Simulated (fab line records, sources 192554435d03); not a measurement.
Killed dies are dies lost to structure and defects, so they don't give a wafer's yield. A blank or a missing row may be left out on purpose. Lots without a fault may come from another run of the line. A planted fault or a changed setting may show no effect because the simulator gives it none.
Which tool did it? | flow n5_finfet | 12 lots, 36 wafers sampled, at 5 steps of a route of 1938

WHAT THE GAUGES READ, wafer by wafer
N5_BEOL_M11_CD_MEAS_35: target cd 70 nm.
lot  | measured     | on        | cd_nm (nm)
L887 | day 10 22:12 | cd_sem-02 | 70.2 70.3 70.6
L890 | day 11 11:10 | cd_sem-03 | 69.9 69.9 70.0
L888 | day 11 16:23 | cd_sem-01 | 69.5 69.5 68.8
L891 | day 11 21:18 | cd_sem-03 | 69.4 69.8 69.8
L892 | day 12 00:08 | cd_sem-01 | 69.3 70.3 70.3
L893 | day 12 11:56 | cd_sem-02 | 70.6 70.8 70.1
L899 | day 13 17:26 | cd_sem-01 | 69.4 70.4 69.8
L898 | day 13 23:20 | cd_sem-03 | 70.3 70.5 70.8
L905 | day 15 03:30 | cd_sem-01 | 69.6 69.6 69.5
L900 | day 15 03:33 | cd_sem-01 | 70.0 70.4 69.7
L907 | day 16 18:22 | cd_sem-03 | 70.3 70.1 69.9
L908 | day 16 18:25 | cd_sem-01 | 69.8 70.0 71.3

N5_BEOL_M11_INSPECT_58: inspects for defects (darkfield).
lot  | measured     | on                | raw_defect_count
L887 | day 11 00:58 | defect_inspect-02 | 79 137 55
L890 | day 11 14:47 | defect_inspect-02 | 57 90 62
L888 | day 11 19:35 | defect_inspect-01 | 72 65 55
L891 | day 12 00:41 | defect_inspect-01 | 58 46 64
L892 | day 12 03:27 | defect_inspect-01 | 60 58 98
L893 | day 12 16:16 | defect_inspect-01 | 82 84 75
L899 | day 13 20:10 | defect_inspect-01 | 75 81 70
L898 | day 14 03:11 | defect_inspect-02 | 77 124 98
L905 | day 15 06:06 | defect_inspect-01 | 92 130 101
L900 | day 15 06:22 | defect_inspect-01 | 106 67 95
L907 | day 16 20:59 | defect_inspect-02 | 50 32 72
L908 | day 16 21:14 | defect_inspect-01 | 97 53 82

N5_BEOL_M12_THK_MEAS_01.
lot  | measured     | on            | M12_ILD_THK (nm)
L887 | day 11 01:08 | film_metro-02 | 655 655 667
L890 | day 11 14:57 | film_metro-01 | 657 661 658
L888 | day 11 19:46 | film_metro-01 | 656 657 670
L891 | day 12 00:51 | film_metro-02 | 664 661 672
L892 | day 12 03:40 | film_metro-02 | 670 665 661
L893 | day 12 16:26 | film_metro-02 | 653 667 666
L899 | day 13 20:20 | film_metro-01 | 655 654 658
L898 | day 14 03:22 | film_metro-01 | 664 659 669
L905 | day 15 06:16 | film_metro-01 | 661 659 670
L900 | day 15 06:32 | film_metro-01 | 658 657 660
L907 | day 16 21:13 | film_metro-02 | 662 668 673
L908 | day 16 21:24 | film_metro-01 | 657 661 666

WHICH TOOL RAN EACH LOT (tool, then ch and the chambers of the sampled wafers, then the start)
lot  | N5_BEOL_M11_ECD_50             | N5_BEOL_M11_CMP_52
L887 | ecd_cu-01 ch 1, day 10 23:32   | cmp-01 ch 0,2,3, day 11 00:34
L890 | ecd_cu-01 ch 0,1, day 11 13:56 | cmp-01 ch 0,1, day 11 14:20
L888 | ecd_cu-01 ch 0,1, day 11 18:19 | cmp-01 ch 0,1,3, day 11 19:08
L891 | ecd_cu-01 ch 0,1, day 11 23:44 | cmp-02 ch 1,2, day 12 00:14
L892 | ecd_cu-02 ch 0,1, day 12 02:36 | cmp-02 ch 0,1, day 12 03:00
L893 | ecd_cu-01 ch 0,1, day 12 13:58 | cmp-04 ch 0,2, day 12 15:52
L899 | ecd_cu-01 ch 0,1, day 13 19:07 | cmp-02 ch 1,2,3, day 13 19:45
L898 | ecd_cu-02 ch 0,1, day 14 01:53 | cmp-01 ch 2,3, day 14 02:44
L905 | ecd_cu-01 ch 0,1, day 15 05:15 | cmp-02 ch 0,2,3, day 15 05:39
L900 | ecd_cu-02 ch 0,1, day 15 05:27 | cmp-01 ch 1,2,3, day 15 05:55
L907 | ecd_cu-02 ch 0,1, day 16 20:08 | cmp-04 ch 2,3, day 16 20:32
L908 | ecd_cu-01 ch 0,1, day 16 20:23 | cmp-01 ch 0,1,3, day 16 20:47
- N5_BEOL_M11_ECD_50: material Cu, target thk 318 nm.
- N5_BEOL_M11_CMP_52: polishes, stops on SiCOH lowk, t overpolish 7 s, target thk 140 nm.

WHAT THE TOOLS THEMSELVES READ (means of the sampled wafers that have a number; where no wafer has one, the mark that the record gives instead)
N5_BEOL_M11_CMP_52.
lot  | tool   | clearing_platen_rpm (rpm) | motor_current_A (A) | slurry_flow_ml_min | time_to_endpoint_s (s)
L887 | cmp-01 | 50.020                    | 6.0                 | 150.2              | 66.6
L890 | cmp-01 | 49.992                    | 5.6                 | 150.0              | 68.4
L888 | cmp-01 | 50.002                    | 6.2                 | 150.2              | 69.3
L891 | cmp-02 | 50.003                    | 5.7                 | 150.0              | 64.4
L892 | cmp-02 | 49.961                    | 5.5                 | 150.1              | 64.3
L893 | cmp-04 | 50.005                    | 6.7                 | 149.7              | 62.7
L899 | cmp-02 | 49.998                    | 5.4                 | 149.8              | 65.1
L898 | cmp-01 | 49.998                    | 6.1                 | 149.7              | 69.6
L905 | cmp-02 | 49.999                    | 5.8                 | 149.5              | 68.7
L900 | cmp-01 | 50.023                    | 6.2                 | 150.3              | 34.2
L907 | cmp-04 | 49.993                    | 7.0                 | 150.1              | 35.9
L908 | cmp-01 | 50.020                    | 6.1                 | 149.8              | 62.7

THE ANSWER, worked out from the rows above alone
Rule: what is usual is taken from the lots themselves. Put in order of their means at a reading, lots are off if they are a third of the lots or fewer, leave a main group of 4 or more, and stand apart from it by a gap of 3 or more times the standard deviation of the main group's means; of several such gaps the widest counts. A main group whose means are all the same, to the digits that the tables above print for the reading, isn't used. A lot without any number at a reading at which 4 lots or more have one is off too. The other lots that the step has rows for count as sound. The gauges are gone through in route order, then the tools' own readings, and for those a lot's mean is taken as printed above. The first step at which some lot is off is used, and at that step the reading that is off furthest; a lot without a number counts as furthest.
Off: L900, L907, at N5_BEOL_M11_CMP_52 (time_to_endpoint_s). The main group: mean 66.2 s, standard deviation 2.5.
A tool fits if, at that step or a process step before it, it ran every lot that is off, and no sound lot after the first of them. One fits: ecd_cu-02 at N5_BEOL_M11_ECD_50. Its last sound lot is L898 (day 14 01:53), its first lot that is off L900 (day 15 05:27): a fault that began between those two fits.

WHAT THE SIMULATOR HAD PUT IN
Process parameter drift: ecd_cu-02, from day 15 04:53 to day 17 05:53, at N5_BEOL_M11_ECD_50. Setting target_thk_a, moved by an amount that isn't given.
Lots struck among those shown: L900, L907. The rule above found the same.
